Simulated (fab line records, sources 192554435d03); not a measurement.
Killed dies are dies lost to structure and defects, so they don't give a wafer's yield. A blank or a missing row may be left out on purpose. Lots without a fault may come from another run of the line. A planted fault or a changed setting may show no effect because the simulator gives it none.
Chamber matching | flow n5_finfet | N5_GATE_CUT_CMP_02 on cmp-02: 4 sister chambers
The step polishes, stops on SiO2, t overpolish 12.7 s, target thk 0 nm. 8 wafers are shown with their chamber, then 8 later ones without.

WAFERS WITH THEIR CHAMBER
wafer  | chamber | motor_current_A (A) | time_to_endpoint_s (s)
L076.3 | 0       | 11.6                | 24
L087.1 | 1       | 8.9                 | 21
L087.5 | 0       | 11.3                | 19
L087.6 | 1       | 9.5                 | 23
L089.3 | 3       | 9.9                 | 23
L089.5 | 2       | 7.9                 | 29
L089.6 | 3       | 10.2                | 26
L091.2 | 2       | 8.1                 | 26

WAFERS WITHOUT THEIR CHAMBER
wafer  | motor_current_A (A) | time_to_endpoint_s (s)
L091.3 | 9.2                 | 22
L091.5 | 9.8                 | 25
L092.1 | 11.4                | 21
L092.4 | 10.5                | 23
L092.6 | 7.6                 | 27
L097.3 | 11.9                | 20
L097.4 | 9.3                 | 23
L097.6 | 7.8                 | 28

WHICH CHAMBER EACH WENT THROUGH
wafer  | from the rows above     | in truth
L091.3 | 1                       | 1
L091.5 | can't be placed: 3 or 1 | 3
L092.1 | 0                       | 0
L092.4 | can't be placed: 3 or 0 | 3
L092.6 | 2                       | 2
L097.3 | 0                       | 0
L097.4 | 1                       | 1
L097.6 | 2                       | 2
Placed correctly: 6 of 8. Can't be placed from these rows: 2 (the true chamber is among the candidates in 2). Placed wrongly: 0.
How it was worked out, from the rows above alone: a wafer's distance from a chamber is the root of the sum, over the readings, of the square of ((its reading less the chamber's mean) divided by the reading's scatter). The wafer belongs to the nearest chamber; if the next one is less than 2 further off, it can't be placed. A chamber's mean is the mean of its shown wafers. The scatter: the root of (the sum of the squares of (reading less its chamber's mean) over the shown wafers, divided by (wafers less chambers)).
